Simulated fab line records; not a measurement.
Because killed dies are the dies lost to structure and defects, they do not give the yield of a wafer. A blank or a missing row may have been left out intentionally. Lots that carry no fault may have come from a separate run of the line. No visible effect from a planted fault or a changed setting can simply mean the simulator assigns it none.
Comparing a struck lot with a sound one ; flow nand harc ; 38 out of 1302 route steps
Sound: wafers L978.1, L978.2, L978.3. Struck: wafer L996.2. (L996.1 of the same lot was not struck and is left out.) The cause comes at the end.
Order at every step that has rows: each side's tool, ch and its chambers, its first start. Under that, the readings that differ: sound wafers ; struck wafers ; difference of the means ; sigmas: that difference in standard deviations of wafers without a fault.
alike: readings whose means differ by less than 2 such deviations, and words and numbers that are the same on both sides. not compared: withheld readings, readings that some wafer has no value for, bounds like >300 that may hide the same value, and numbers for which the record gives no deviation and whose values overlap.
A row with sigmas, a row that says differs or no value, or rows on one side alone: a step with any of these is where the two part. Numbers that don't overlap but have no deviation are shown without sigmas and don't part them. Lack of a reading on every wafer of one side parts them only where that side has two or more wafers.

first, 10 steps without rows for these wafers: NHARC_A_CHANNEL_HOLE_D2_DEP_00 (deposits aC, target thk 3100 nm); NHARC_A_CHANNEL_HOLE_D2_DEP_01 (deposits SiON, target thk 140 nm); NHARC_A_CHANNEL_HOLE_D2_DEHYDRATE_02 (time 120 s); NHARC_A_CHANNEL_HOLE_D2_HMDS_03 (time 30 s); NHARC_A_CHANNEL_HOLE_D2_COAT_36 (time 75 s); NHARC_A_CHANNEL_HOLE_D2_COAT_37 (time 65 s); NHARC_A_CHANNEL_HOLE_D2_COAT_04 (resist thk 90 nm); NHARC_A_CHANNEL_HOLE_D2_SOFTBAKE_05 (time 55 s); NHARC_A_CHANNEL_HOLE_D2_EBR_06; NHARC_A_CHANNEL_HOLE_D2_EXPOSE_07 (exposes mask HOLE D2, target cd 100 nm).
NHARC_A_CHANNEL_HOLE_D2_PEB_08: peb time 65 s.
  sound on litho track-01 ch 0, day 15 01:49; struck on litho track-01 ch 0, day 21 21:26
reading;sound;struck;difference;sigmas
heater power total W (W);156.5 157.0 157.1;297.5;+140.6;+99 or more
  alike: resist line temp C
then, 1 step without rows for these wafers: NHARC_A_CHANNEL_HOLE_D2_DEVELOP_09 (develop time 35 s).
NHARC_A_CHANNEL_HOLE_D2_CD_MEAS_10: the cd target is 100 nm.
  sound on cd sem-03 ch 0, day 15 01:53; struck on cd sem-03 ch 0, day 21 21:31
reading;sound;struck;difference;sigmas
cd nm (nm);100.6 101.0 101.2;61.8;-39.1;-72
NHARC_A_CHANNEL_HOLE_D2_DESCUM_15: chemistry O2, time 3 s.
  sound on rie diel-01 ch 0,2,3, day 15 02:05; struck on rie diel-01 ch 3, day 21 21:41
reading;sound;struck;difference;sigmas
model.A_CHANNEL_HOLE_D2.cd nm (nm);100.1 99.96 101;60.54;-39.81;
  alike: drypump motor current A, oes product au, rf vpp V, showerhead plenum p Torr, throttle valve pct
  not compared: rf hours counter h
then, 4 steps without rows for these wafers: NHARC_A_CHANNEL_HOLE_D2_ETCH_38 (etches the open film in CF4, target depth 39 nm, time 65 s); NHARC_A_CHANNEL_HOLE_D2_ETCH_39 (etches the open film in N2/H2, target depth 260 nm, time 325 s); NHARC_A_CHANNEL_HOLE_D2_ETCH_34 (etches the open film in CF4/CHF3, target depth 154 nm, time 77 s); NHARC_A_CHANNEL_HOLE_D2_ETCH_16 (etches the open film in O2/COS, target depth 3100 nm, time 806 s).
NHARC_A_CHANNEL_HOLE_D2_CD_MEAS_18:
  sound on cd sem-01 at day 15 03:11; struck on cd sem-01 at day 21 23:28
reading;sound;struck;difference;sigmas
cd nm (nm);98.5 99.1 98.8;62.1;-36.7;-16
then, 12 steps without rows for these wafers: NHARC_A_CHANNEL_HOLE_D2_ETCH_19 (etches the open film in C4F8/O2/Ar, time 34.5 s); NHARC_A_CHANNEL_HOLE_D2_ETCH_20 (etches the open film in C4F8/O2/Ar, time 361.9 s, target depth 1600 nm); NHARC_A_CHANNEL_HOLE_D2_ETCH_21 (etches the open film in C4F8/O2/Ar, time 514.3 s, target depth 1600 nm); NHARC_A_CHANNEL_HOLE_D2_ETCH_22 (etches the open film in C4F8/O2/Ar, time 666.7 s, target depth 1600 nm); NHARC_A_CHANNEL_HOLE_D2_ETCH_23 (etches the open film in C4F8/O2/Ar, time 819 s, target depth 1600 nm); NHARC_A_CHANNEL_HOLE_D2_ETCH_24 (etches the open film in C4F8/O2/Ar, time 906.2 s, target depth 1500 nm); NHARC_A_CHANNEL_HOLE_D2_ETCH_25 (etches the open film in C4F8/O2/Ar, time 1040.2 s, target depth 1500 nm); NHARC_A_CHANNEL_HOLE_D2_ETCH_26 (etches the open film in C4F8/O2/Ar, time 224.1 s, target depth 300 nm); NHARC_A_CHANNEL_HOLE_D2_ETCH_27 (etches the open film in C4F8/O2/Ar, time 90 s, target depth 400 nm); NHARC_A_CHANNEL_HOLE_D2_STRIP_41 (strips in N2/H2); NHARC_A_CHANNEL_HOLE_D2_STRIP_42 (strips in CF4/CHF3); NHARC_A_CHANNEL_HOLE_D2_STRIP_43 (strips in O2/COS).
NHARC_A_CHANNEL_HOLE_D2_ETCH_44: etches the open film in CF4/O2, target depth 140 nm, overetch 14 nm, time 77 s.
  sound on rie diel-02 ch 0,1,2, day 15 10:23; struck on rie diel-01 ch 0, day 22 04:16
reading;sound;struck;difference;sigmas
bias w (W);100.2 100.1 99.9;99.4;-0.7;-2
rf hours counter h (h);6.4 8.0 9.4;6.0;-1.9;
model.A_CHANNEL_HOLE_D2.cd nm (nm);92.01 89.39 90.83;50.56;-40.18;
  alike: drypump motor current A, oes product au, rf vpp V, showerhead plenum p Torr, throttle valve pct
then, 3 steps without rows for these wafers: NHARC_A_CHANNEL_HOLE_D2_STRIP_28 (strips in O2); NHARC_A_CHANNEL_HOLE_D2_PRECLEAN_29 (cleans in SC1); NHARC_A_CHANNEL_HOLE_D2_SRD_30.
NHARC_A_CHANNEL_HOLE_D2_CD_MEAS_31:
  sound on cd sem-03 at day 15 11:11; struck on cd sem-02 at day 22 05:03
reading;sound;struck;difference;sigmas
cd nm (nm);92.2 88.5 90.4;51.0;-39.4;-26
NHARC_A_CHANNEL_HOLE_D2_XSEM_32:
  sound on xsem-02 ch 0, day 15 11:17; struck on xsem-01 ch 0, day 22 05:08
reading;sound;struck;difference;sigmas
bot cd nm (nm);77.1 73.8 74.9;34.6;-40.7;-23
  alike: bow nm, tilt deg
-- jump in the record: it breaks off in module A_CHANNEL_HOLE_D2 and resumes in module END (first step shown: number 1302 of the route), and 12 days separate the struck wafers' starts before and after --
NHARC_END_SORT_01:
  here the record holds rows for the struck wafers (prober-01 ch 0, day 33 20:17) but none for the sound ones

WHERE THEY PART
First at NHARC_A_CHANNEL_HOLE_D2_PEB_08; last, within this record, at NHARC_END_SORT_01.

WHY: what the simulator had put in
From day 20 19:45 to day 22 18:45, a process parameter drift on litho track-01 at NHARC_A_CHANNEL_HOLE_D2_PEB_08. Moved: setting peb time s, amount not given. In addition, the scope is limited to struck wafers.
